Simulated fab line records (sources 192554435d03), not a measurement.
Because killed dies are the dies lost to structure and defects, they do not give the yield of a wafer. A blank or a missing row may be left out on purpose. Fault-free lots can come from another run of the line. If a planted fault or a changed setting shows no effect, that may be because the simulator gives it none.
Which tool did it? | flow n5_finfet | 11 lots with 33 wafers sampled at 2 steps, on a route of 1938 steps

## WHAT THE GAUGES SHOWED, per wafer
N5_GATE_CUT_INSPECT_26: inspects for defects (darkfield).
lot  | measured     | on                | raw_defect_count
L075 | day 5 06:47  | defect_inspect-01 | 29 21 40
L078 | day 5 18:07  | defect_inspect-01 | 18 34 9
L080 | day 6 04:01  | defect_inspect-02 | 34 35 28
L082 | day 6 17:02  | defect_inspect-01 | 46 21 33
L084 | day 7 06:29  | defect_inspect-01 | 41 46 42
L086 | day 7 13:11  | defect_inspect-01 | 38 29 42
L088 | day 8 04:33  | defect_inspect-02 | 26 38 39
L090 | day 8 19:37  | defect_inspect-02 | 50 85 76
L092 | day 9 03:52  | defect_inspect-01 | 54 26 52
L094 | day 9 22:04  | defect_inspect-01 | 56 35 15
L097 | day 10 11:01 | defect_inspect-01 | 33 39 84

## WHAT TOOL EACH LOT RAN ON (gives the tool, then ch and the chambers of the sampled wafers, and finally the start)
lot  | N5_GATE_CUT_CUT_ETCH_54
L075 | rie_metal-01 ch 0,1, day 5 02:18
L078 | rie_metal-02 ch 0,1, day 5 15:08
L080 | rie_metal-02 ch 1, day 6 01:07
L082 | rie_metal-02 ch 0,1, day 6 13:49
L084 | rie_metal-03 ch 0,1, day 7 02:38
L086 | rie_metal-03 ch 0, day 7 10:17
L088 | rie_metal-02 ch 0,1, day 8 01:38
L090 | rie_metal-03 ch 0,1, day 8 15:59
L092 | rie_metal-01 ch 0,1, day 9 00:58
L094 | rie_metal-02 ch 0,1, day 9 18:55
L097 | rie_metal-03 ch 0,1, day 10 08:04
- N5_GATE_CUT_CUT_ETCH_54: etches TiN in Cl2/BCl3, target depth 96.7 nm.

## THE ANSWER, worked out from the rows above alone
Rule: usual is defined by the lots themselves. The widest of any qualifying gaps counts: lots, ordered by their means at a reading, are off when they make up no more than a third of the lots, leave a main group of 4 or more, and stand apart from it by 3 or more times the standard deviation of that group's means. If all means in a main group match to the digits the tables above print for the reading, that group is not used. Also off: a lot with no number at a reading for which 4 or more lots have one. All remaining lots with rows at the step are treated as sound.
None of the lots is off at any reading shown; this tells nothing.

## WHAT WAS PUT IN BY THE SIMULATOR
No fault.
